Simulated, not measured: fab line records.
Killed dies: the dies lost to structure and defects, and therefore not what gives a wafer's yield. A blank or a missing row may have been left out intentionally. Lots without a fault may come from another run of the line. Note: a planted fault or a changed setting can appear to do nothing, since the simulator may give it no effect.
Matching of chambers + flow nandHarc + NHARC_A_SGD_CUT_CMP_21 on cmp-03: 4 sister chambers
The step polishes, target thk 148.19 nm. 4 wafers are shown with their chamber, then 12 later ones without.

== WAFERS WITH THEIR CHAMBER ==
| wafer  | chamber | motorCurrentA (A) |
|--------|---------|-------------------|
| L091.5 | 2       | 10.8              |
| L091.1 | 0       | 9.5               |
| L091.3 | 1       | 11.7              |
| L091.6 | 3       | 10.4              |

== WAFERS MISSING THEIR CHAMBER ==
| wafer  | motorCurrentA (A) |
|--------|-------------------|
| L093.1 | 9.7               |
| L093.4 | 11.7              |
| L093.6 | 10.0              |
| L095.1 | 10.3              |
| L095.3 | 11.6              |
| L095.5 | 12.0              |
| L095.2 | 10.2              |
| L095.4 | 11.5              |
| L095.6 | 9.5               |
| L097.4 | 10.4              |
| L097.5 | 10.7              |
| L097.6 | 9.5               |

== WHICH CHAMBER EACH ONE RAN IN ==
| wafer  | from the rows above     | in truth                   |
|--------|-------------------------|----------------------------|
| L093.1 | 0                       | 0                          |
| L093.4 | 1                       | 1                          |
| L093.6 | can't be placed: 3 or 0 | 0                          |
| L095.1 | 3                       | 3                          |
| L095.3 | 1                       | 1                          |
| L095.5 | 1                       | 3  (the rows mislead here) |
| L095.2 | 3                       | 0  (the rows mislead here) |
| L095.4 | 1                       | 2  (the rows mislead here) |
| L095.6 | 0                       | 0                          |
| L097.4 | 3                       | 3                          |
| L097.5 | can't be placed: 2 or 3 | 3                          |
| L097.6 | 0                       | 0                          |
Correct placement for 7 of the 12. Unplaceable from these rows: 2, with the true chamber sitting among the candidates in 2. 3 placed wrongly.
How it was worked out, from the rows above alone: a wafer's distance from a chamber is the root of the sum, over the readings, of the square of ((its reading less the chamber's mean) divided by the reading's scatter). If the next closest chamber is less than 2 further off than the closest, the wafer can't be placed; otherwise it belongs to the closest. The mean given for a chamber averages the wafers shown for that chamber. The scatter (one wafer shown for each chamber): square how far every hidden wafer sits from the nearest shown wafer, average those squares and take the square root.
